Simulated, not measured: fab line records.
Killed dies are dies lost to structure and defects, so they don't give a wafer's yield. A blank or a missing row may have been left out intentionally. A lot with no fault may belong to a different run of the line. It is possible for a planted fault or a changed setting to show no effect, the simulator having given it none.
Matching of chambers    flow n5Finfet    N5_BEOL_M3_ALD_84 on aldMetal-04: 4 sister chambers
The step deposits TaN, pulse time 2 s, purge time 3 s, co reactant purge time 2 s. 16 wafers are shown with their chamber, then 8 later ones without.

WAFERS, EACH WITH ITS CHAMBER
wafer   chamber  heaterPowerW (W)
L077.3  2        526
L077.4  3        389
L077.6  1        419
L079.1  0        454
L079.5  1        410
L079.6  2        534
L082.2  3        381
L082.3  2        538
L082.6  3        391
L083.1  1        407
L083.2  2        530
L083.4  0        465
L087.2  0        463
L087.3  1        417
L087.6  0        455
L092.1  3        393

SIGNATURES (means of the wafers above)
reading       chamber 0  chamber 1  chamber 2  chamber 3  scatter within a chamber
heaterPowerW  459.25     413.25     532.00     388.50     5.42
Rule: distance of a wafer from a chamber = root of the sum over the readings of ((wafer's reading minus chamber's mean) / reading's scatter) squared. The wafer belongs to the nearest chamber; if the next one is less than 2 further off, it can't be placed. The scatter: take each reading less its chamber's mean, square it, sum over the shown wafers, divide by the number of wafers less the number of chambers, and take the root.

WAFERS WITHOUT THEIR CHAMBER
wafer   heaterPowerW (W)
L092.4  422
L092.6  539
L095.1  454
L095.2  530
L095.4  461
L097.1  428
L097.2  534
L097.5  453

EACH ONE'S CHAMBER
wafer   from the rows above  in truth
L092.4  1                    1
L092.6  2                    2
L095.1  0                    0
L095.2  2                    2
L095.4  0                    0
L097.1  1                    1
L097.2  2                    2
L097.5  0                    0
Correct placement for 8 of the 8. Can't be placed from these rows: 0. Number placed wrongly: 0.
